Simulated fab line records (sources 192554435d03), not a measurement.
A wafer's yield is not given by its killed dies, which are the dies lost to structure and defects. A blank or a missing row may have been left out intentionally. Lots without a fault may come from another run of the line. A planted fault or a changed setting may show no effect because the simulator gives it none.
The tool behind it: which one? + flow n5Finfet + 11 lots (33 wafers sampled), 1 step of a 1938-step route

## WHAT THE GAUGES READ, wafer by wafer
N5_FIN_SAQP_INSPECT_18: inspects for defects (brightfield). Usual: 424 for rawDefectCount, sd 120.
| lot  | measured    | on               | rawDefectCount | flag |
|------|-------------|------------------|----------------|------|
| L456 | day 2 11:03 | defectInspect-02 | 407 426 496    |      |
| L457 | day 2 15:58 | defectInspect-01 | 370 428 324    |      |
| L459 | day 3 03:48 | defectInspect-01 | 340 405 401    |      |
| L461 | day 3 16:14 | defectInspect-02 | 354 415 517    |      |
| L463 | day 4 05:28 | defectInspect-02 | 465 816 709    |      |
| L465 | day 4 16:26 | defectInspect-01 | 502 372 329    |      |
| L471 | day 6 03:24 | defectInspect-02 | 302 294 365    |      |
| L472 | day 6 09:33 | defectInspect-02 | 360 352 379    |      |
| L475 | day 7 04:10 | defectInspect-01 | 557 732 687    |      |
| L476 | day 7 09:27 | defectInspect-01 | 352 361 253    |      |
| L477 | day 7 16:16 | defectInspect-01 | 259 267 424    |      |

## WHAT TOOL EACH LOT RAN ON (gives the tool, then ch and the chambers of the sampled wafers, and finally the start)
The record holds no process step before these readings.

## WHAT THE TOOLS THEMSELVES READ (means of the sampled wafers that have a number; where no wafer has one, the mark that the record gives instead)
The record holds no such reading with a usual standard deviation.

## THE ANSWER, worked out from the rows above alone
Rule: a lot counts as off when the mean over its wafers that have a number is more than 3 standard deviations away from the usual mean. Also off: a lot with no number at a reading for which 4 or more lots have one. All remaining lots with rows at the step are treated as sound. After the gauges, taken in route order, come the tools' own readings; for these a lot's mean is taken, as printed above. At the first step where some lot is off, the reading lying furthest off is the one used; lots without a number count as furthest.
None of the lots is off at any reading shown; this tells nothing.

## WHAT THE SIMULATOR HAD PUT IN
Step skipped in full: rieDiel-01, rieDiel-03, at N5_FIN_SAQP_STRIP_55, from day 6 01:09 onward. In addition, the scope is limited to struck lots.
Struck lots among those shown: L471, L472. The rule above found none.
